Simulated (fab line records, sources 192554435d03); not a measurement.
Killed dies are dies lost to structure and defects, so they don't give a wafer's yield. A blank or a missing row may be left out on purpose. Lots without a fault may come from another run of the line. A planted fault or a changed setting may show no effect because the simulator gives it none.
A struck lot beside a sound one | flow n5_finfet | 14 steps out of a route of 1938
Sound: wafers L584.1, L584.3, L584.6. Struck: wafer L593.2. (L593.3, L593.5 of the same lot were not struck and are left out.) The cause comes at the end.
At each step with rows: each side's tool, then ch and its chambers, then its first start. Under that, the readings that differ: sound wafers | struck wafers | difference of the means | sigmas: that difference in standard deviations of wafers without a fault.
alike: readings whose means differ by less than 2 such deviations, and words and numbers that are the same on both sides. not compared: withheld readings, readings that some wafer has no value for, bounds like >300 that may hide the same value, and numbers for which the record gives no deviation and whose values overlap.
The two part at a step that has a row with sigmas, a row that says differs or no value, or rows on one side only. Numbers that don't overlap but have no deviation are shown without sigmas and don't part them. A reading that every wafer of one side lacks parts them only if that side has two wafers or more.

first, 4 steps without rows for these wafers: N5_BEOL_M9_SOFTBAKE_06 (time 60 s); N5_BEOL_M9_EXPOSE_08 (exposes mask M9); N5_BEOL_M9_PEB_09 (peb time 60 s); N5_BEOL_M9_DEVELOP_10 (develop time 30 s).
N5_BEOL_M9_CD_MEAS_11: target cd 64.1 nm.
  sound on cd_sem-02 ch 0, day 12 20:24; struck on cd_sem-03 ch 0, day 14 17:02
  alike: cd_nm
N5_BEOL_M9_OVL_MEAS_12:
  sound on overlay-01 ch 0, day 12 20:26; struck on overlay-01 ch 0, day 14 17:04
  alike: M9_OVL
N5_BEOL_M9_INSPECT_13: inspects for defects (brightfield).
  sound on defect_inspect-01, day 12 20:27; struck on defect_inspect-02, day 14 17:05
  alike: raw_defect_count
N5_BEOL_M9_DESCUM_16: chemistry O2, time 7.9 s.
  sound on rie_diel-03 ch 1,3, day 12 20:29; struck on rie_diel-01 ch 0, day 14 17:08
  alike: bias_power_w, drypump_motor_current_A, oes_product_au, rf_vpp_V, showerhead_plenum_p_Torr, throttle_valve_pct
  not compared: rf_hours_counter_h
N5_BEOL_M9_ETCH_61: etches SiARC in CF4, target depth 39 nm, time 65 s.
  sound on rie_diel-03 ch 1,3, day 12 20:31; struck on rie_diel-01 ch 0, day 14 17:11
  alike: drypump_motor_current_A, etch_rf_on_time_s, oes_product_au, rf_vpp_V, showerhead_plenum_p_Torr, throttle_valve_pct
  not compared: rf_hours_counter_h
N5_BEOL_M9_ETCH_62: etches SOC in N2/H2, target depth 110 nm, overetch 22 nm, time 165 s.
  sound on rie_diel-03 ch 1,3, day 12 20:34; struck on rie_diel-01 ch 0, day 14 17:14
  alike: drypump_motor_current_A, oes_product_au, rf_vpp_V, showerhead_plenum_p_Torr, throttle_valve_pct
  not compared: rf_hours_counter_h
then, 1 step without rows for these wafers: N5_BEOL_M9_STRIP_68 (strips in N2/H2).
N5_BEOL_M9_STRIP_67: strips in CF4.
  sound on rie_diel-03 ch 1,3, day 12 20:43; struck on rie_diel-01 ch 0, day 14 17:22
  alike: bias_power_w, drypump_motor_current_A, oes_product_au, rf_vpp_V, showerhead_plenum_p_Torr, throttle_valve_pct
  not compared: rf_hours_counter_h
N5_BEOL_M9_HM_OPEN_17: chemistry Cl2/BCl3, target TiN, target depth 20 nm, overetch 6 nm.
  sound on rie_metal-01 ch 0,1, day 12 20:46; struck on rie_metal-01 ch 0, day 14 17:26
  reading                                  | sound        | struck | difference | sigmas
  model.SOC_of_BEOL_M9_COAT_59.thk_nm (nm) | 92 92.4 92.2 | 89     | -3         |
  alike: drypump_motor_current_A, he_backside_leak_sccm, oes_product_au, throttle_valve_pct
  not compared: rf_hours_counter_h
N5_BEOL_M9_STRIP_19: strips in O2.
  sound on rie_diel-01 ch 0,2, day 12 20:52; struck on rie_diel-04 ch 0, day 14 17:40
  alike: drypump_motor_current_A, oes_product_au, rf_vpp_V, showerhead_plenum_p_Torr, throttle_valve_pct
  not compared: rf_hours_counter_h

WHERE THEY PART
Nowhere in this record.

WHY: what the simulator had put in
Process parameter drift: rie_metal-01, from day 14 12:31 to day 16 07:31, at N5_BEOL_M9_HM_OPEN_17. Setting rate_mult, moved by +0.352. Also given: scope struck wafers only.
